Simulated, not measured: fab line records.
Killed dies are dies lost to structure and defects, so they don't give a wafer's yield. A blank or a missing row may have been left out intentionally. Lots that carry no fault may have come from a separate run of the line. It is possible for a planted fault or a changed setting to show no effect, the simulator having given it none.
Chamber matching -- flow n5Finfet -- uvCure-02 running N5_BEOL_M9_CURE_71: 3 sister chambers
The step cures SiCOH lowk, time 240 s. 18 wafers are shown with their chamber, then 9 later ones without.

## WAFERS PAIRED WITH THEIR CHAMBERS
wafer,chamber,wafer_temp_C_max,lampPowerPct (%)
L081.1,0,386.7,52.23
L081.3,0,386.2,52.25
L081.5,0,386.2,52.34
L080.1,1,386.2,52.36
L080.4,1,386.4,52.36
L080.5,1,386.1,52.35
L083.2,2,387.6,52.33
L083.3,2,387.5,52.35
L083.5,2,387.1,52.35
L088.3,1,386.0,52.30
L088.4,1,386.5,52.28
L088.6,1,386.0,52.31
L089.3,0,387.4,52.34
L089.4,0,387.0,52.42
L089.6,0,386.9,52.23
L090.2,0,387.0,52.36
L090.4,0,386.4,52.26
L090.6,0,387.1,52.42

SIGNATURES (means of the wafers above)
reading,chamber 0,chamber 1,chamber 2,scatter within a chamber
wafer_temp_C_max,386.767,386.200,387.400,0.344
lampPowerPct,52.3167,52.3267,52.3433,0.0596
Rule: a wafer lies at a distance from a chamber equal to the root of the sum of squares, over the readings, of (its reading less the chamber's mean, divided by the reading's scatter). The wafer belongs to the nearest chamber; if the next one is less than 2 further off, it can't be placed. The scatter: the root of (the sum of the squares of (reading less its chamber's mean) over the shown wafers, divided by (wafers less chambers)).

## WAFERS MISSING THEIR CHAMBER
wafer,wafer_temp_C_max,lampPowerPct (%)
L092.2,386.9,52.30
L092.4,387.1,52.26
L092.6,386.3,52.28
L096.1,386.4,52.30
L096.2,386.5,52.27
L096.3,386.2,52.38
L097.2,387.0,52.31
L097.4,386.6,52.25
L097.6,386.9,52.37

## CHAMBER TAKEN BY EACH
wafer,from the rows above,in truth
L092.2,can't be placed: 0 or 2 or 1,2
L092.4,can't be placed: 0 or 2 or 1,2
L092.6,can't be placed: 1 or 0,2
L096.1,can't be placed: 1 or 0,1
L096.2,can't be placed: 0 or 1 or 2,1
L096.3,can't be placed: 1 or 0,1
L097.2,can't be placed: 0 or 2 or 1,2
L097.4,can't be placed: 0 or 1 or 2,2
L097.6,can't be placed: 0 or 2 or 1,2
0 of 9 placed correctly. Can't be placed from these rows: 9 (the true chamber is among the candidates in 8). Placed wrongly: 0.
